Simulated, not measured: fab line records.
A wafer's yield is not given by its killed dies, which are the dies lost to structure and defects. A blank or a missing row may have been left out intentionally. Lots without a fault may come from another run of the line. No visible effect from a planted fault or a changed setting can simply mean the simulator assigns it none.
fab line records | flow n5Finfet
[record] lots = 7 wafers = 39
route steps=1938 shown BEOL_M7@1299 BEOL_M8@1332 BEOL_M11@1536 BEOL_M13@1692 PASSIVATION@1916
startH: hours from the record's first day to the start of the lot's first wafer shown | waitH: time in hours since the lot's previous step | " as in the row above | L1.1+2: one row covering several wafers at once | - value missing, or start not given | * or withheld: withheld | < > ~ a bound
route shown NAME@n: names a module that has steps shown in the file, with the first one's number in the route | usual: mean and standard deviation over wafers with no fault | same: alike in all rows | chamber/n: place in a boat | sites: readings site by site | _std_site: the standard deviation of these | _edge_site: inner sites' mean taken away from outer sites' mean | radiusMm: how far each site lies from the wafer's centre | mask NAME#n: copy n | behind: tool/chamber where the wafer was last shaped | hold: why the lot was held/for how many hours/how that ended | device: names the non-switching transistor (n, p or np) | end of line: tests run on the same wafers once the route is complete | step lacking rows: just its recipe | killed: dies lost to structure and defects at the first sort, not the wafer's yield | map: a wafer's dies, x killed, . not, _ none there
set.NAME: the setting that was run; set.NAME@STEP: the one run at that earlier step | model.NAME: the simulator's own value behind a step, which no gauge read
lots run with intentionally changed settings; tables by step, rows by wafer
[[steps]]
[step N5_BEOL_M7_DESCUM_33]
[recipe] chemistry = O2 timeS = 7 sourcePowerW = 50 biasPowerW = 20 pressureMtorr = 20 rfFrequencyHz = 2.712e+07 tempC = 40 resist = CAR-EUV o2FlowSccm = 225
// columns lot.wafer tool chamber startH waitH set.timeS model.CAR-EUV_of_BEOL_M7_COAT_22.thkNm
L075.1+2+3 rieDiel-03 2,3,1 220.54 0.0 7 26
L075.4+6 " 0,1 " " 8.764 25.2
L075.5 " 0 " " 8.764 25
L084.1+2+3+4+6 rieDiel-03 1,0,2,3,3 254.50 0.0 7 26.2
L084.5 " 2 " " 7 26
L082.1+5+6 rieDiel-03 0,1,2 254.90 0.1 9.351 25
L082.2+3+4 " 3,1,2 " " 7 26
L087.1+2+3 rieDiel-04 2,1,3 288.26 0.2 5.373 26.8
L087.4 " 0 " " 7 25.8
L087.5+6 " 0,3 " " 7 26
L091.1+2+5 rieDiel-03 3,1,1 311.05 0.1 3.524 27.8
L091.3+4+6 " 0,2,2 " " 7 26
L094.3+5 rieDiel-03 2 324.36 0.0 7 26
L094.4 " 1 " " 7 26.2
L096.1+5+6 rieDiel-02 3,0,2 341.74 0.8 7 26
L096.2+3+4 " 2,0,3 " " 10.55 24.2
[step N5_BEOL_M7_ETCH_72]
[recipe] chemistry = N2/H2 target = underlayer targetDepthA = 65 maskMaterial = CAR-EUV timeS = 5.2 ionEnergyEv = 200 pressureMtorr = 30 sourceW = 840 biasW = 150 n2FlowSccm = 200 h2FlowSccm = 200 ends = cleared
// columns lot.wafer tool chamber startH waitH set.timeS@BEOL_M7_DESCUM_33 model.CAR-EUV_of_BEOL_M7_COAT_22.thkNm
L075.1+2+3 rieDiel-03 2,3,1 220.58 0.0 7 20.4
L075.4+5 " 0 " " 8.764 19.4
L075.6 " 1 " " 8.764 19.6
L084.1+2+3+4+5+6 rieDiel-03 1,0,2,3,2,3 254.54 0.0 7 20.4
L082.1 rieDiel-03 0 254.94 0.0 9.351 19.4
L082.2+4 " 3,2 " " 7 20.2
L082.3 " 1 " " 7 20.4
L082.5+6 " 1,2 " " 9.351 19.2
L087.1+2 rieDiel-04 2,1 288.30 0.0 5.373 21.2
L087.3 " 3 " " 5.373 21
L087.4+5+6 " 0,0,3 " " 7 20.2
L091.1+2+5 rieDiel-03 3,1,1 311.08 0.0 3.524 22
L091.3 " 0 " " 7 20.2
L091.4+6 " 2 " " 7 20.4
L094.3+5 rieDiel-03 2 324.40 0.0 7 20.4
L094.4 " 1 " " 7 20.6
L096.1 rieDiel-02 3 341.77 0.0 7 20.4
L096.2+3 " 2,0 " " 10.55 18.4
L096.4 " 3 " " 10.55 18.6
L096.5+6 " 0,2 " " 7 20.2
[step N5_BEOL_M8_ILD_DEP_00]
[recipe] material = SiCOH_lowk targetThkA = 1797.5 tempC = 300 precursor = DEMS/porogen pressureTorr = 5 rfW = 500 timeS = 33.4
// columns lot.wafer tool chamber startH waitH set.targetThkA model.SiCOH_lowk_of_BEOL_M8_ILD_DEP_00.thkNm
L075.1 pecvd-02 1 223.69 0.0 1797.5 180.8
L075.2+5 " 2,1 " " 1222 124.6
L075.3 " 2 " " 1222 123.4
L075.4 " 1 " " 1797.5 182.8
L075.6 " 2 " " 1797.5 183.4
L084.1 pecvd-02 0 257.90 0.0 1797.5 178
L084.2 " 1 " " 1797.5 179.8
L084.3 " 2 " " 1418 140.6
L084.4 " 0 " " 1418 144.4
L084.5 " 1 " " 1797.5 179
L084.6 " 2 " " 1418 142.2
L082.1 pecvd-02 0 259.27 0.0 2728 269.6
L082.2 " 2 " " 1797.5 175.6
L082.3 " 1 " " 2728 271
L082.4 " 1 " " 2728 272.4
L082.5 " 0 " " 1797.5 179
L082.6 " 2 " " 1797.5 179.6
L087.1 pecvd-02 1 293.99 0.0 1797.5 180
L087.2 " 2 " " 1797.5 177.6
L087.3 " 0 " " 2369 237.8
L087.4 " 0 " " 2369 238.4
L087.5 " 2 " " 2369 237.6
L087.6 " 1 " " 1797.5 182.2
L091.1 pecvd-03 1 316.18 0.0 1797.5 180.6
L091.2 " 2 " " 1797.5 181.6
L091.3 " 0 " " 1062 104.4
L091.4 " 0 " " 1797.5 183.6
L091.5 " 1 " " 1062 109.4
L091.6 " 2 " " 1062 109
L094.3+4 pecvd-02 1,0 330.57 0.1 1797.5 179.4
L094.5 " 0 " " 1797.5 178.2
L096.1 pecvd-02 2 345.32 0.0 1797.5 180
L096.2 " 0 " " 1797.5 182.4
L096.3 " 1 " " 2266 228
L096.4 " 0 " " 2266 229.6
L096.5 " 2 " " 2266 230.6
L096.6 " 1 " " 1797.5 181.6
[step N5_BEOL_M8_CURE_74]
[recipe] tempC = 385 timeS = 240 ambient = He/Ar material = SiCOH_lowk
// columns lot.wafer tool chamber startH waitH set.targetThkA@BEOL_M8_ILD_DEP_00 model.SiCOH_lowk_of_BEOL_M8_ILD_DEP_00.thkNm
L075.1 uvCure-01 1 223.78 0.1 1797.5 156
L075.2 " 1 " " 1222 107.2
L075.3 " 1 " " 1222 106
L075.4 " 1 " " 1797.5 157.6
L075.5 " 1 " " 1222 107
L075.6 " 1 " " 1797.5 158.2
L084.1 uvCure-03 0 257.96 0.0 1797.5 153.6
L084.2 " 0 " " 1797.5 155
L084.3 " 0 " " 1418 121
L084.4 " 0 " " 1418 124.4
L084.5 " 0 " " 1797.5 154.4
L084.6 " 0 " " 1418 122.4
L082.1 uvCure-02 0 259.33 0.0 2728 233.8
L082.2 " 0 " " 1797.5 151.4
L082.3 " 0 " " 2728 234.8
L082.4 " 0 " " 2728 236.2
L082.5 " 0 " " 1797.5 154.4
L082.6 " 0 " " 1797.5 154.8
L087.1 uvCure-02 2 294.05 0.0 1797.5 155.2
L087.2 " 2 " " 1797.5 153
L087.3 " 2 " " 2369 205.8
L087.4 " 2 " " 2369 206.2
L087.5 " 2 " " 2369 205.6
L087.6 " 2 " " 1797.5 157.2
L091.1 uvCure-01 1 316.25 0.0 1797.5 155.8
L091.2 " 1 " " 1797.5 156.6
L091.3 " 1 " " 1062 89.8
L091.4 " 1 " " 1797.5 158.4
L091.5 " 1 " " 1062 94
L091.6 " 1 " " 1062 93.6
L094.3+4 uvCure-03 0 330.93 0.3 1797.5 154.6
L094.5 " 0 " " 1797.5 153.6
L096.1 uvCure-03 0 345.39 0.0 1797.5 155.2
L096.2 " 0 " " 1797.5 157.2
L096.3 " 0 " " 2266 197.2
L096.4 " 0 " " 2266 198.6
L096.5 " 0 " " 2266 199.4
L096.6 " 0 " " 1797.5 156.6
[step N5_BEOL_M8_THK_MEAS_01]
[recipe] reads = SiCOH_lowk_of_BEOL_M8_ILD_DEP_00
[usual] M8_ILD_THK = 155.2/1.8
// columns lot.wafer tool chamber startH waitH set.targetThkA@BEOL_M8_ILD_DEP_00 M8_ILD_THK[nm]
L075.1 filmMetro-01 - 224.29 0.4 1797.5 156.1
L075.2 " - " " 1222 107.1
L075.3 " - " " 1222 106.0
L075.4 " - " " 1797.5 157.6
L075.5 " - " " 1222 107.1
L075.6 " - " " 1797.5 158.3
L084.1 filmMetro-02 - 258.48 0.4 1797.5 153.5
L084.2 " - " " 1797.5 155.0
L084.3 " - " " 1418 120.9
L084.4 " - " " 1418 124.4
L084.5 " - " " 1797.5 154.4
L084.6 " - " " 1418 122.3
L082.1 filmMetro-01 - 259.85 0.4 2728 233.6
L082.2 " - " " 1797.5 151.3
L082.3 " - " " 2728 234.8
L082.4 " - " " 2728 236.1
L082.5 " - " " 1797.5 154.4
L082.6 " - " " 1797.5 154.8
L087.1 filmMetro-01 - 294.56 0.4 1797.5 155.3
L087.2 " - " " 1797.5 153.1
L087.3 " - " " 2369 205.8
L087.4 " - " " 2369 206.2
L087.5 " - " " 2369 205.7
L087.6 " - " " 1797.5 157.1
L091.1 filmMetro-02 - 316.76 0.4 1797.5 155.7
L091.2 " - " " 1797.5 156.6
L091.3 " - " " 1062 89.7
L091.4 " - " " 1797.5 158.3
L091.5 " - " " 1062 94.0
L091.6 " - " " 1062 93.5
L094.3 filmMetro-02 - 331.28 0.3 1797.5 154.7
L094.4 " - " " 1797.5 154.6
L094.5 " - " " 1797.5 153.5
L096.1 filmMetro-01 - 345.90 0.4 1797.5 155.3
L096.2 " - " " 1797.5 157.2
L096.3 " - " " 2266 197.3
L096.4 " - " " 2266 198.8
L096.5 " - " " 2266 199.4
L096.6 " - " " 1797.5 156.6
[step N5_BEOL_M11_ILD_DEP_00]
[recipe] material = SiCOH_lowk targetThkA = 3085.1 tempC = 300 precursor = DEMS/porogen pressureTorr = 5 rfW = 500 timeS = 58
// columns lot.wafer tool chamber startH waitH set.targetThkA model.SiCOH_lowk_of_BEOL_M11_ILD_DEP_00.thkNm
L075.1 pecvd-01 2 251.92 0.0 2286 233
L075.2 " 0 " " 3085.1 309.8
L075.3 " 1 " " 2286 231
L075.4 " 2 " " 2286 236.2
L075.5 " 1 " " 3085.1 312.8
L075.6 " 0 " " 3085.1 315.6
L084.1 pecvd-04 0 288.49 0.0 3085.1 302
L084.2 " 2 " " 2549 251.2
L084.3 " 1 " " 3085.1 305
L084.4 " 2 " " 2549 256.8
L084.5 " 0 " " 2549 253
L084.6 " 1 " " 3085.1 309.2
L082.1 pecvd-04 1 289.21 0.0 3085.1 311.6
L082.2 " 0 " " 3085.1 313.8
L082.3 " 2 " " 3085.1 311.8
L082.4 " 1 " " 3085.1 318.2
L082.5 " 2 " " 3085.1 316.6
L082.6 " 0 " " 3085.1 316
L087.1 pecvd-04 1 322.19 0.0 2356 240.4
L087.2 " 2 " " 3085.1 309.4
L087.3 " 0 " " 3085.1 309.8
L087.4 " 2 " " 2356 240.2
L087.5 " 0 " " 2356 240
L087.6 " 1 " " 3085.1 317
L091.1 pecvd-01 0 343.15 0.0 3085.1 308.6
L091.2 " 2 " " 1364 141.4
L091.3 " 1 " " 1364 141
L091.4 " 0 " " 3085.1 315.2
L091.5 " 1 " " 1364 142
L091.6 " 2 " " 3085.1 316.2
L094.3 pecvd-01 0 359.84 0.0 3085.1 309.4
L094.4 " 1 " " 3085.1 319
L094.5 " 2 " " 3085.1 320.4
L096.1 pecvd-01 1 374.83 0.0 3085.1 310.6
L096.2 " 0 " " 3085.1 309.4
L096.3 " 2 " " 3085.1 307.4
L096.4+5 " 1,2 " " 3085.1 312.4
L096.6 " 0 " " 3085.1 313.2
[step N5_BEOL_M11_CURE_71]
[recipe] tempC = 385 timeS = 240 ambient = He/Ar material = SiCOH_lowk
// columns lot.wafer tool chamber startH waitH set.targetThkA@BEOL_M11_ILD_DEP_00 model.SiCOH_lowk_of_BEOL_M11_ILD_DEP_00.thkNm
L075.1 uvCure-02 1 252.00 0.0 2286 201.6
L075.2 " 1 " " 3085.1 269.2
L075.3 " 1 " " 2286 199.8
L075.4 " 1 " " 2286 204.4
L075.5 " 1 " " 3085.1 271.8
L075.6 " 1 " " 3085.1 274.4
L084.1 uvCure-03 2 288.57 0.0 3085.1 262.2
L084.2 " 2 " " 2549 217.6
L084.3 " 2 " " 3085.1 264.8
L084.4 " 2 " " 2549 222.4
L084.5 " 2 " " 2549 219
L084.6 " 2 " " 3085.1 268.6
L082.1+3 uvCure-01 0 289.29 0.1 3085.1 270.8
L082.2 " 0 " " 3085.1 272.8
L082.4 " 0 " " 3085.1 276.6
L082.5 " 0 " " 3085.1 275.2
L082.6 " 0 " " 3085.1 274.6
L087.1 uvCure-01 0 322.26 0.0 2356 208
L087.2 " 0 " " 3085.1 268.8
L087.3 " 0 " " 3085.1 269
L087.4 " 0 " " 2356 207.8
L087.5 " 0 " " 2356 207.6
L087.6 " 0 " " 3085.1 275.4
L091.1 uvCure-03 1 343.23 0.0 3085.1 268.2
L091.2 " 1 " " 1364 121.6
L091.3 " 1 " " 1364 121.4
L091.4 " 1 " " 3085.1 273.8
L091.5 " 1 " " 1364 122.2
L091.6 " 1 " " 3085.1 274.8
L094.3 uvCure-03 2 360.08 0.2 3085.1 268.8
L094.4 " 2 " " 3085.1 277.2
L094.5 " 2 " " 3085.1 278.6
L096.1 uvCure-01 1 374.97 0.1 3085.1 270
L096.2 " 1 " " 3085.1 268.8
L096.3 " 1 " " 3085.1 267
L096.4 " 1 " " 3085.1 271.4
L096.5 " 1 " " 3085.1 271.6
L096.6 " 1 " " 3085.1 272.2
[step N5_BEOL_M11_THK_MEAS_01]
[recipe] reads = SiCOH_lowk_of_BEOL_M11_ILD_DEP_00
[usual] M11_ILD_THK = 270/3.4
// columns lot.wafer tool chamber startH waitH set.targetThkA@BEOL_M11_ILD_DEP_00 M11_ILD_THK[nm]
L075.1 filmMetro-02 - 252.51 0.4 2286 202
L075.2 " - " " 3085.1 269
L075.3 " - " " 2286 200
L075.4 " - " " 2286 204
L075.5 " - " " 3085.1 272
L075.6 " - " " 3085.1 274
L084.1 filmMetro-02 - 289.08 0.4 3085.1 262
L084.2 " - " " 2549 218
L084.3 " - " " 3085.1 265
L084.4 " - " " 2549 223
L084.5 " - " " 2549 219
L084.6 " - " " 3085.1 269
L082.1 filmMetro-01 - 289.80 0.4 3085.1 271
L082.2 " - " " 3085.1 273
L082.3 " - " " 3085.1 271
L082.4 " - " " 3085.1 276
L082.5 " - " " 3085.1 275
L082.6 " - " " 3085.1 275
L087.1 filmMetro-01 - 322.78 0.4 2356 208
L087.2 " - " " 3085.1 269
L087.3 " - " " 3085.1 269
L087.4 " - " " 2356 208
L087.5 " - " " 2356 208
L087.6 " - " " 3085.1 275
L091.1 filmMetro-01 - 343.74 0.4 3085.1 268
L091.2 " - " " 1364 122
L091.3 " - " " 1364 121
L091.4 " - " " 3085.1 274
L091.5 " - " " 1364 122
L091.6 " - " " 3085.1 275
L094.3 filmMetro-01 - 360.43 0.3 3085.1 269
L094.4 " - " " 3085.1 277
L094.5 " - " " 3085.1 278
L096.1 filmMetro-02 - 375.48 0.4 3085.1 270
L096.2 " - " " 3085.1 269
L096.3 " - " " 3085.1 267
L096.4 " - " " 3085.1 272
L096.5 " - " " 3085.1 272
L096.6 " - " " 3085.1 272
[step N5_BEOL_M13_DESCUM_33]
[recipe] chemistry = O2 timeS = 7.9 sourcePowerW = 50 biasPowerW = 20 pressureMtorr = 20 rfFrequencyHz = 2.712e+07 tempC = 40 o2FlowSccm = 225
// columns lot.wafer tool chamber startH waitH set.timeS model.coat_of_BEOL_M13_COAT_22.thkNm
L075.1 rieDiel-03 2 265.69 0.0 7.9 283.2
L075.2 " 0 " " 7.9 282.6
L075.3+6 " 3,0 " " 7.9 282.8
L075.4 " 3 " " 7.9 283.4
L075.5 " 2 " " 7.9 283
L084.1+4 rieDiel-04 3,0 305.43 0.0 7.9 283.6
L084.2 " 1 " " 7.9 283.8
L084.3 " 2 " " 7.9 284
L084.5+6 " 1,2 " " 7.9 283.4
L082.1 rieDiel-04 1 310.82 0.2 5.868 285.2
L082.2 " 3 " " 5.868 284.8
L082.3 " 2 " " 7.9 283.2
L082.4 " 0 " " 7.9 282.4
L082.5 " 3 " " 7.9 282.8
L082.6 " 2 " " 5.868 284.2
L087.1+6 rieDiel-02 0,2 340.64 0.0 10.99 280.4
L087.2 " 3 " " 7.9 282.8
L087.3 " 2 " " 10.99 280.2
L087.4 " 3 " " 7.9 281.6
L087.5 " 0 " " 7.9 282.6
L091.1 rieDiel-04 2 363.42 0.2 7.9 283.4
L091.2 " 0 " " 7.9 283.6
L091.3 " 1 " " 4.308 284.8
L091.4 " 3 " " 4.308 285.2
L091.5 " 3 " " 4.308 285.8
L091.6 " 2 " " 7.9 283
L094.3+4 rieDiel-04 3,1 376.17 0.1 7.9 282.4
L094.5 " 3 " " 7.9 282.2
L096.1 rieDiel-02 0 392.12 0.0 4.973 285.6
L096.2 " 2 " " 4.973 286.4
L096.3 " 3 " " 7.9 284
L096.4 " 1 " " 4.973 286
L096.5 " 1 " " 7.9 284.6
L096.6 " 2 " " 7.9 284.2
[step N5_BEOL_M13_ETCH_67]
[recipe] chemistry = CF4 target = SiARC targetDepthA = 1430 timeS = 238.3 ionEnergyEv = 80 pressureMtorr = 40 sourceW = 545 biasW = 36 Ar_flow_sccm = 100 cf4FlowSccm = 100 ends = cleared
// columns lot.wafer tool chamber startH waitH set.timeS@BEOL_M13_DESCUM_33 model.coat_of_BEOL_M13_COAT_22.thkNm
L075.1 rieDiel-03 2 265.73 0.0 7.9 211.6
L075.2+6 " 0 " " 7.9 211
L075.3 " 3 " " 7.9 211.2
L075.4 " 3 " " 7.9 211.8
L075.5 " 2 " " 7.9 211.4
L084.1+2+4+6 rieDiel-04 3,1,0,2 305.47 0.0 7.9 212.2
L084.3 " 2 " " 7.9 212.6
L084.5 " 1 " " 7.9 212
L082.1 rieDiel-04 1 310.85 0.0 5.868 213.8
L082.2 " 3 " " 5.868 213.6
L082.3 " 2 " " 7.9 211.6
L082.4 " 0 " " 7.9 211
L082.5 " 3 " " 7.9 211.2
L082.6 " 2 " " 5.868 212.8
L087.1+3 rieDiel-02 0,2 340.68 0.0 10.99 208.6
L087.2 " 3 " " 7.9 211
L087.4 " 3 " " 7.9 210
L087.5 " 0 " " 7.9 211.2
L087.6 " 2 " " 10.99 208.8
L091.1+2 rieDiel-04 2,0 363.46 0.0 7.9 212
L091.3 " 1 " " 4.308 213
L091.4 " 3 " " 4.308 213.8
L091.5 " 3 " " 4.308 214.4
L091.6 " 2 " " 7.9 211.4
L094.3 rieDiel-04 3 376.21 0.0 7.9 210.6
L094.4 " 1 " " 7.9 210.8
L094.5 " 3 " " 7.9 210.4
L096.1 rieDiel-02 0 392.15 0.0 4.973 214
L096.2 " 2 " " 4.973 215
L096.3+6 " 3,2 " " 7.9 212.6
L096.4 " 1 " " 4.973 214.6
L096.5 " 1 " " 7.9 213.2
[step N5_PASSIVATION_PECVD_35]
[recipe] material = SiNx targetThkA = 7000 tempC = 400 precursor = SiH4/NH3/N2 pressureTorr = 4.9 rfW = 1406 timeS = 151.3
// columns lot.wafer tool chamber startH waitH set.timeS model.SiNx_of_PASSIVATION_PECVD_35.thkNm
L075.1 pecvd-03 2 305.17 0.1 151.3 704.2
L075.2 " 0 " " 210.6 963
L075.3 " 1 " " 210.6 965.2
L075.4 " 1 " " 210.6 978.8
L075.5 " 0 " " 151.3 707.4
L075.6 " 2 " " 151.3 715.8
L084.1 pecvd-04 1 339.87 0.1 151.3 689.6
L084.2 " 2 " " 151.3 700.2
L084.3 " 0 " " 151.3 694
L084.4 " 0 " " 151.3 715.6
L084.5 " 2 " " 151.3 699.2
L084.6 " 1 " " 151.3 694.2
L082.1 pecvd-01 2 345.40 0.1 119.8 544.6
L082.2 " 0 " " 151.3 692.6
L082.3 " 1 " " 151.3 683
L082.4 " 0 " " 119.8 555
L082.5 " 1 " " 151.3 700
L082.6 " 2 " " 119.8 549.8
L087.1 pecvd-03 1 369.28 0.1 125 585
L087.2 " 0 " " 125 569.6
L087.3 " 2 " " 151.3 698.4
L087.4 " 2 " " 125 587.2
L087.5 " 0 " " 151.3 706.4
L087.6 " 1 " " 151.3 710.2
L091.1 pecvd-04 0 395.90 0.1 151.3 697.8
L091.2 " 2 " " 151.3 695
L091.3 " 1 " " 83.41 374.4
L091.4 " 1 " " 83.41 380.8
L091.5 " 0 " " 151.3 708
L091.6 " 2 " " 83.41 393.4
L094.3 pecvd-03 2 404.89 0.1 151.3 698.4
L094.4 " 0 " " 151.3 695.8
L094.5 " 1 " " 151.3 698.6
L096.1 pecvd-04 0 415.83 0.1 61.1 286.6
L096.2 " 1 " " 151.3 686.2
L096.3 " 1 " " 151.3 695.6
L096.4 " 0 " " 61.1 282
L096.5 " 1 " " 61.1 285
L096.6 " 0 " " 151.3 711.4
[[key]]
[split] step = N5_BEOL_M7_DESCUM_33 setting = timeS stated = 7 by = wafer
[response] step = N5_BEOL_M7_DESCUM_33 reading = model.CAR-EUV_of_BEOL_M7_COAT_22.thkNm change = -0.0349 per = 1% r = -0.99
[response] step = N5_BEOL_M7_ETCH_72 reading = model.CAR-EUV_of_BEOL_M7_COAT_22.thkNm change = -0.0344 per = 1% r = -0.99
[split] step = N5_BEOL_M8_ILD_DEP_00 setting = targetThkA stated = 1797.5 by = wafer
[response] step = N5_BEOL_M8_ILD_DEP_00 reading = model.SiCOH_lowk_of_BEOL_M8_ILD_DEP_00.thkNm change = +1.81 per = 1% r = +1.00
[response] step = N5_BEOL_M8_CURE_74 reading = model.SiCOH_lowk_of_BEOL_M8_ILD_DEP_00.thkNm change = +1.58 per = 1% r = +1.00
[response] step = N5_BEOL_M8_THK_MEAS_01 reading = M8_ILD_THK change = +1.58 per = 1% r = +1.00
[split] step = N5_BEOL_M11_ILD_DEP_00 setting = targetThkA stated = 3085.1 by = wafer
[response] step = N5_BEOL_M11_ILD_DEP_00 reading = model.SiCOH_lowk_of_BEOL_M11_ILD_DEP_00.thkNm change = +3.07 per = 1% r = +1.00
[response] step = N5_BEOL_M11_CURE_71 reading = model.SiCOH_lowk_of_BEOL_M11_ILD_DEP_00.thkNm change = +2.69 per = 1% r = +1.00
[response] step = N5_BEOL_M11_THK_MEAS_01 reading = M11_ILD_THK change = +2.69 per = 1% r = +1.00
[split] step = N5_BEOL_M13_DESCUM_33 setting = timeS stated = 7.9 by = wafer
[response] step = N5_BEOL_M13_DESCUM_33 reading = model.coat_of_BEOL_M13_COAT_22.thkNm change = -0.0497 per = 1% r = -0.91
[response] step = N5_BEOL_M13_ETCH_67 reading = model.coat_of_BEOL_M13_COAT_22.thkNm change = -0.0511 per = 1% r = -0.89
[split] step = N5_PASSIVATION_PECVD_35 setting = timeS stated = 151.3 by = wafer
[response] step = N5_PASSIVATION_PECVD_35 reading = model.SiNx_of_PASSIVATION_PECVD_35.thkNm change = +6.91 per = 1% r = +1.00
